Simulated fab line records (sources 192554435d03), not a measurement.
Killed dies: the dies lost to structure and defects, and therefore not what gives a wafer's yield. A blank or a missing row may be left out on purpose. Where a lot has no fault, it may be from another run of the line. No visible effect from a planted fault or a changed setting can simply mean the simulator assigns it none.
Chamber matching ; flow n5-finfet ; 4 sister chambers for N5_SD_EPI_N_DESCUM_14 on rie-diel-06
The step chemistry O2, time 7.9 s. 20 wafers are shown with their chamber, then 10 later ones without.

== WAFERS, EACH WITH ITS CHAMBER ==
wafer;chamber;showerhead-plenum-p-Torr (Torr);drypump-motor-current-A (A);throttle-valve-pct (%)
L074.1;2;2.11;4.9;20.49
L074.4;0;2.11;6.3;20.08
L074.6;3;2.20;6.4;20.48
L075.2;2;2.11;4.9;20.47
L075.3;3;2.20;6.4;20.48
L075.6;3;2.20;6.4;20.48
L077.2;1;2.05;5.8;20.19
L077.4;2;2.10;4.9;20.48
L077.6;0;2.11;6.4;20.10
L078.2;2;2.10;4.9;20.49
L078.3;1;2.05;5.8;20.21
L078.5;1;2.05;5.8;20.20
L079.1;1;2.05;5.7;20.19
L079.5;2;2.10;4.9;20.49
L079.6;0;2.11;6.4;20.10
L082.2;0;2.11;6.4;20.11
L082.3;2;2.10;4.9;20.51
L082.4;0;2.11;6.3;20.12
L086.1;2;2.10;4.9;20.51
L086.3;1;2.05;5.8;20.22

SIGNATURES, as means of the wafers listed above
reading;chamber 0;chamber 1;chamber 2;chamber 3;scatter within a chamber
showerhead-plenum-p-Torr;2.1100;2.0500;2.1029;2.2000;0.00299
drypump-motor-current-A;6.360;5.780;4.900;6.400;0.0354
throttle-valve-pct;20.1020;20.2020;20.4914;20.4800;0.0133
Rule: a wafer's distance from a chamber is the root of the sum, over the readings, of the square of ((its reading less the chamber's mean) divided by the reading's scatter). If the next closest chamber is less than 2 further off than the closest, the wafer can't be placed; otherwise it belongs to the closest. How the scatter is found: for the shown wafers, subtract from each reading the mean of its chamber, square and add these, divide the total by (wafers less chambers), then take the root.

== WAFERS WITH NO CHAMBER GIVEN ==
wafer;showerhead-plenum-p-Torr (Torr);drypump-motor-current-A (A);throttle-valve-pct (%)
L086.6;2.10;4.9;20.51
L093.3;2.09;4.9;20.51
L093.5;2.09;4.9;20.53
L093.6;2.04;5.8;20.25
L094.2;2.04;5.8;20.25
L094.3;2.09;6.4;20.15
L094.6;2.09;6.3;20.14
L096.4;2.04;5.8;20.26
L096.5;2.09;6.4;20.17
L096.6;2.09;4.9;20.56

== THE CHAMBER EACH PASSED THROUGH ==
wafer;from the rows above;in truth
L086.6;2;2
L093.3;2;2
L093.5;2;2
L093.6;1;1
L094.2;1;1
L094.3;0;0
L094.6;0;0
L096.4;1;1
L096.5;0;0
L096.6;2;2
10 of 10 placed correctly. Left unplaced by these rows: 0. Wrongly placed: 0.
